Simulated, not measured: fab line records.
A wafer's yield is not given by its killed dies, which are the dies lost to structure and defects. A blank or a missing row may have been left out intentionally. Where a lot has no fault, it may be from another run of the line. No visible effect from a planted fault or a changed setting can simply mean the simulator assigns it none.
What tool caused it? -- flow nandHarc -- Sampling: 12 lots, 36 wafers, 2 of 1302 route steps

WHAT THE GAUGES SHOWED, per wafer
NHARC_P_CONTACT_OVL_MEAS_13.
lot,measured,on,overlayXNm (nm)
L075,day 6 20:02,overlay-02,-0.5 -1.5 -0.8
L077,day 7 03:34,overlay-01,-0.7 -0.8 -1.3
L079,day 7 23:05,overlay-02,0.9 0.9 0.4
L081,day 9 00:45,overlay-01,-0.6 -1.0 -0.6
L083,day 10 02:18,overlay-01,-0.3 -1.3 -1.3
L085,day 10 11:16,overlay-01,-0.7 -0.5 -1.0
L087,day 11 02:04,overlay-02,-1.1 -1.6 -0.8
L089,day 12 03:21,overlay-02,-0.6 0.0 -0.2
L091,day 13 00:23,overlay-01,0.3 0.0 0.7
L093,day 14 02:16,overlay-01,0.6 0.2 0.1
L096,day 14 23:54,overlay-02,-1.3 -0.9 -1.2
L097,day 15 10:04,overlay-01,-1.3 -1.1 -1.1

WHAT TOOL EACH LOT RAN ON (gives the tool, then ch and the chambers of the sampled wafers, and finally the start)
lot,NHARC_P_GATE_STRIP_112
L075,"plasmaAsher-02 ch 0,1, day 6 13:59"
L077,"plasmaAsher-01 ch 0,1, day 6 21:49"
L079,"plasmaAsher-02 ch 0,1, day 7 17:19"
L081,"plasmaAsher-02 ch 0,1, day 8 18:32"
L083,"plasmaAsher-02 ch 0,1, day 9 20:22"
L085,"plasmaAsher-02 ch 0,1, day 10 05:07"
L087,"plasmaAsher-02 ch 0,1, day 10 20:04"
L089,"plasmaAsher-02 ch 0,1, day 11 21:24"
L091,"plasmaAsher-02 ch 0,1, day 12 18:40"
L093,"plasmaAsher-02 ch 0,1, day 13 20:26"
L096,"plasmaAsher-02 ch 0,1, day 14 18:17"
L097,"plasmaAsher-01 ch 0,1, day 15 04:09"
- NHARC_P_GATE_STRIP_112: strips in N2/H2, time 200 s.

THE ANSWER, worked out from the rows above alone
Rule: usual is defined by the lots themselves. The widest of any qualifying gaps counts: lots, ordered by their means at a reading, are off when they make up no more than a third of the lots, leave a main group of 4 or more, and stand apart from it by 3 or more times the standard deviation of that group's means. A main group whose means are all the same, to the digits that the tables above print for the reading, isn't used. A lot without any number at a reading at which 4 lots or more have one is off too. The other lots that the step has rows for count as sound.
No lot is off on any of the readings shown, so nothing can be concluded from this.

WHAT THE SIMULATOR HAD PUT IN
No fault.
